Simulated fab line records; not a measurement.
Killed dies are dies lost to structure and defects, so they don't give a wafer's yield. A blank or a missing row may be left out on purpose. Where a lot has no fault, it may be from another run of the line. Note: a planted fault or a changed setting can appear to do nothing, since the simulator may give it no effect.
Chamber matching | flow n5_finfet | N5_BEOL_M12_ETCH_38 on rie_diel-04: 4 sister chambers
The step etches SiCN in CF4/N2, target depth 68.7 nm, time 73.4 s. 16 wafers are shown with their chamber, then 8 later ones without.

## WAFERS, EACH WITH ITS CHAMBER
wafer  | chamber | showerhead_plenum_p_Torr (Torr) | throttle_valve_pct (%) | oes_product_au (a.u.)
L075.2 | 0       | 2.16                            | 15.26                  | 0.92
L075.3 | 1       | 2.28                            | 15.77                  | 0.72
L075.5 | 0       | 2.16                            | 15.28                  | 0.93
L077.1 | 1       | 2.28                            | 15.79                  | 0.71
L077.2 | 3       | 2.32                            | 15.28                  | 0.83
L077.6 | 3       | 2.32                            | 15.27                  | 0.83
L079.1 | 3       | 2.32                            | 15.30                  | 0.82
L079.2 | 0       | 2.16                            | 15.28                  | 0.91
L079.5 | 0       | 2.16                            | 15.27                  | 0.91
L086.1 | 3       | 2.31                            | 15.33                  | 0.80
L086.2 | 2       | 2.21                            | 15.58                  | 0.76
L086.5 | 3       | 2.31                            | 15.33                  | 0.80
L091.1 | 1       | 2.27                            | 15.83                  | 0.69
L091.2 | 2       | 2.20                            | 15.60                  | 0.76
L091.3 | 3       | 2.31                            | 15.33                  | 0.79
L092.2 | 2       | 2.20                            | 15.61                  | 0.75

SIGNATURES (averages over the wafers above)
reading                  | chamber 0 | chamber 1 | chamber 2 | chamber 3 | scatter within a chamber
showerhead_plenum_p_Torr | 2.1600    | 2.2767    | 2.2033    | 2.3150    | 0.00486
throttle_valve_pct       | 15.2725   | 15.7967   | 15.5967   | 15.3067   | 0.023
oes_product_au           | 0.9175    | 0.7067    | 0.7567    | 0.8117    | 0.0138
Rule: for a wafer and a chamber, the distance is found by dividing, reading by reading, the gap between the wafer's reading and the chamber's mean by the reading's scatter, squaring, summing and taking the root. The wafer belongs to the nearest chamber; if the next one is less than 2 further off, it can't be placed. The scatter is the square root of a quotient: the sum, over the shown wafers, of each reading's squared deviation from its chamber's mean, divided by wafers minus chambers.

## WAFERS WITHOUT THEIR CHAMBER
wafer  | showerhead_plenum_p_Torr (Torr) | throttle_valve_pct (%) | oes_product_au (a.u.)
L092.4 | 2.15                            | 15.35                  | 0.86
L092.6 | 2.27                            | 15.85                  | 0.69
L096.1 | 2.15                            | 15.37                  | 0.84
L096.2 | 2.31                            | 15.34                  | 0.78
L096.5 | 2.26                            | 15.87                  | 0.69
L097.2 | 2.31                            | 15.34                  | 0.79
L097.3 | 2.26                            | 15.86                  | 0.68
L097.4 | 2.20                            | 15.62                  | 0.74

## WHICH CHAMBER EACH WENT THROUGH
wafer  | from the rows above | in truth
L092.4 | 0                   | 0
L092.6 | 1                   | 1
L096.1 | 0                   | 0
L096.2 | 3                   | 3
L096.5 | 1                   | 1
L097.2 | 3                   | 3
L097.3 | 1                   | 1
L097.4 | 2                   | 2
Placed correctly: 8 of 8. Number that these rows cannot place: 0. Placed wrongly: 0.
